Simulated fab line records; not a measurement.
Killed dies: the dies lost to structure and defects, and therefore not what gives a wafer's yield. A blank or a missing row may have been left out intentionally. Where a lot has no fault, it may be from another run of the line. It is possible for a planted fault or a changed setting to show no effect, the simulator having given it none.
Comparing a struck lot with a sound one | flow n5-finfet | 15 out of 1938 route steps
Sound: these wafers, L638.1, L638.2, L638.6. Struck: wafer L640.5 (L640.3, L640.6, from the same lot, were not struck and are left out); the cause is given at the end.
At each step with rows: each side's tool, then ch and its chambers, then its first start. Under that, the readings that differ: sound wafers | struck wafers | difference of the means | sigmas: that difference in standard deviations of wafers without a fault.
alike: a reading whose means differ by less than 2 such deviations, as well as words and numbers matching on both sides. not compared: withheld readings; readings where some wafer has no value; bounds like >300 that might hide an equal value; numbers whose values overlap and for which the record gives no deviation.
A row with sigmas, a row that says differs or no value, or rows on one side alone: a step with any of these is where the two part. Non-overlapping numbers with no deviation appear without sigmas and do not part them. A reading that every wafer of one side lacks parts them only if that side has two wafers or more.

first, 1 step without rows for these wafers: N5_SD_EPI_P_DEVELOP_08 (develop time 30 s).
N5_SD_EPI_P_CD_MEAS_09 targets a cd of 240 nm.
  sound on cd-sem-01 ch 0, day 4 17:03; struck on cd-sem-01 ch 0, day 5 08:39
  alike: cd-nm
N5_SD_EPI_P_OVL_MEAS_10:
  sound on overlay-01 ch 0, day 4 17:05; struck on overlay-01 ch 0, day 5 08:41
  alike: SD_P_BLK_OVL
N5_SD_EPI_P_INSPECT_11: inspects for defects (macro).
  sound: defect-inspect-02 at day 4 17:06; struck: defect-inspect-01 at day 5 08:42
  reading          | sound | struck | difference | sigmas
  raw-defect-count | 4 0 1 | 5      | +3         | +2
N5_SD_EPI_P_DESCUM_14: chemistry O2, time 7.9 s.
  sound on rie-diel-02 ch 1,3, day 4 17:08; struck on rie-diel-02 ch 3, day 5 08:46
  alike: drypump-motor-current-A, oes-product-au, rf-vpp-V, showerhead-plenum-p-Torr, throttle-valve-pct
  not compared: rf-hours-counter-h
then, 1 step without rows for these wafers: N5_SD_EPI_P_ETCH_36 (etches SiARC in CF4, target depth 45.5 nm, time 75.8 s).
N5_SD_EPI_P_ETCH_37: etches SOC in N2/H2, overetch 108 nm, time 486 s.
  sound on rie-diel-02 ch 1,3, day 4 17:14; struck on rie-diel-02 ch 3, day 5 08:51
  alike: drypump-motor-current-A, oes-product-au, rf-vpp-V, showerhead-plenum-p-Torr, throttle-valve-pct
  not compared: rf-hours-counter-h
then, 1 step without rows for these wafers: N5_SD_EPI_P_STRIP_38 (strips in N2/H2).
N5_SD_EPI_P_ETCHBACK_46: etches SiNx in CH3F/O2, stops on SiO2, target depth 17.5 nm.
  sound on rie-diel-02 ch 1,3, day 4 17:33; struck on rie-diel-02 ch 3, day 5 09:10
  alike: O2_flow_sccm, drypump-motor-current-A, oes-product-au, rf-vpp-V, showerhead-plenum-p-Torr, throttle-valve-pct
  not compared: rf-hours-counter-h
N5_SD_EPI_P_ETCH_47: etches SiOCN in CH3F/O2, target depth 25 nm.
  sound on rie-diel-02 ch 1,3, day 4 17:39; struck on rie-diel-02 ch 3, day 5 09:16
  alike: O2_flow_sccm, drypump-motor-current-A, oes-product-au, rf-vpp-V, showerhead-plenum-p-Torr, throttle-valve-pct
  not compared: rf-hours-counter-h
N5_SD_EPI_P_ETCH_16: etches SiO2 in CHF3/O2, target depth 5 nm.
  sound on rie-diel-02 ch 1,3, day 4 17:45; struck on rie-diel-02 ch 3, day 5 09:22
  alike: O2_flow_sccm, drypump-motor-current-A, oes-product-au, rf-vpp-V, showerhead-plenum-p-Torr, throttle-valve-pct
  not compared: rf-hours-counter-h
then, 1 step without rows for these wafers: N5_SD_EPI_P_STRIP_50 (strips in CHF3/O2).
N5_SD_EPI_P_SD_RECESS_17: chemistry HBr/Cl2/O2, target depth 39.1 nm, bt time 3 s.
  sound on rie-si-04 ch 0,3, day 4 17:49; struck on rie-si-03 ch 3, day 5 09:26
  reading                              | sound             | struck | difference | sigmas
  oes-product-au (a.u.)                | 1.001 1.015 1.005 | 1.056  | +0.049     | +4
  model.etch.depth-nm (nm)             | 38.92 39.36 39.53 | 49.89  | +10.62     |
  model.SD_EPI_P.feature-depth-nm (nm) | 39 39.4 39.6      | 49.8   | +10.5      |
  alike: O2_flow_sccm, drypump-motor-current-A, mfc-cl2-sccm, throttle-valve-pct
  not compared: rf-hours-counter-h
then, 2 steps without rows for these wafers: N5_SD_EPI_P_WET_ETCH_45 (etches SiO2 in dHF, time 10.7 s, target depth 2 nm, rinse time 30 s); N5_PASSIVATION_PROBE_49.

## WHERE THEY PART
At N5_SD_EPI_P_INSPECT_11 first; at N5_SD_EPI_P_SD_RECESS_17 last (within this record only).

WHY: whatever the simulator had introduced
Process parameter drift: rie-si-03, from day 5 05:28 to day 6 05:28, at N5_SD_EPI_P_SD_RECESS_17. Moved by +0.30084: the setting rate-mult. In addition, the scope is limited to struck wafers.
